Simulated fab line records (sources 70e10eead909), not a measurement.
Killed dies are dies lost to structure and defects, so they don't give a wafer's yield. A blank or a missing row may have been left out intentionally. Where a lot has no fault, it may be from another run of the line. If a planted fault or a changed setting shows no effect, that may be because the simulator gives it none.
A struck lot beside a sound one -- flow nand harc -- 14 steps out of a route of 1302
Sound: these wafers, L847.1, L847.3, L847.6. Struck: wafer L846.2 (L846.3, L846.5, from the same lot, were not struck and are left out); the cause is given at the end.
Per side, at each step with rows, come the tool, then ch with its chambers, and then its first start. Under that, the readings that differ: sound wafers -- struck wafers -- difference of the means -- sigmas: that difference in standard deviations of wafers without a fault.
alike: readings whose means differ by less than 2 such deviations, and words and numbers that are the same on both sides. not compared: withheld readings, readings that some wafer has no value for, bounds like >300 that may hide the same value, and numbers for which the record gives no deviation and whose values overlap.
A row with sigmas, a row that says differs or no value, or rows on one side alone: a step with any of these is where the two part. When numbers do not overlap yet have no deviation, they are printed without sigmas and do not part them. A reading that every wafer of one side lacks parts them only if that side has two wafers or more.

NHARC_A_SOURCE_PLATE_THK_MEAS_09: measures by ellipsometry.
  sound on film metro-01 at day 12 10:52; struck on film metro-02 at day 11 22:33
  alike: thk nm
then, 3 steps without rows for these wafers: NHARC_A_SOURCE_PLATE_PVD_04 (deposits WSi2, target thk 50 nm); NHARC_A_SOURCE_PLATE_CVD_03 (deposits poly-Si, target thk 200 nm, time 4000 s); NHARC_A_SOURCE_PLATE_ANNEAL_05 (time 1800 s).
NHARC_A_SOURCE_PLATE_THK_MEAS_06: measures by ellipsometry.
  sound on film metro-01 at day 12 23:16; struck on film metro-02 at day 12 13:17
  alike: thk nm
NHARC_A_SOURCE_PLATE_INSPECT_08:
  sound on defect inspect-01 at day 12 23:20; struck on defect inspect-01 at day 12 13:21
  alike: raw defect count
then, 1 step without rows for these wafers: NHARC_A_ONON_D1_DEP_00 (target thk 1000 nm).
NHARC_A_ONON_D1_THK_MEAS_02: measures by ellipsometry.
  sound on film metro-01 at day 12 23:55; struck on film metro-01 at day 12 13:56
  alike: thk nm
then, 1 step without rows for these wafers: NHARC_A_ONON_D1_DEP_03 (target thk 1000 nm).
NHARC_A_ONON_D1_THK_MEAS_05: measures by ellipsometry.
  sound on film metro-02 at day 13 00:28; struck on film metro-01 at day 12 14:29
  alike: thk nm
NHARC_A_ONON_D1_DEP_06: target thk 1000 nm.
  sound on pecvd onon-03 ch 0, day 13 00:31; struck on pecvd onon-04 ch 0, day 12 14:37
NHARC_A_ONON_D1_THK_MEAS_08: measures by ellipsometry.
  sound on film metro-02 at day 13 01:02; struck on film metro-01 at day 12 15:04
reading,sound,struck,difference,sigmas
thk nm (nm),1014 1014 1014,578,-436,-40
then, 1 step without rows for these wafers: NHARC_A_ONON_D1_DEP_09 (target thk 1000 nm).
-- the record jumps here: 17 days lie between the struck wafers' starts before and after (it left off in module A_ONON_D1 and takes up again in module END, whose first step shown is number 1302 of the route) --
NHARC_END_SORT_01:
  sound on prober-02 ch 0, day 29 02:36; struck on prober-01 ch 0, day 29 03:22
reading,sound,struck,difference,sigmas
killed at array,100 91 83,673,+582,+39
killed at other,0 0 0,2,+2,+2
killed dies,101 96 85,677,+583,+39
  alike: killed at periphery, killed open, killed short

WHERE THEY PART
Last at NHARC_END_SORT_01 as far as this record goes, first at NHARC_A_ONON_D1_THK_MEAS_08.

WHY: whatever the simulator had introduced
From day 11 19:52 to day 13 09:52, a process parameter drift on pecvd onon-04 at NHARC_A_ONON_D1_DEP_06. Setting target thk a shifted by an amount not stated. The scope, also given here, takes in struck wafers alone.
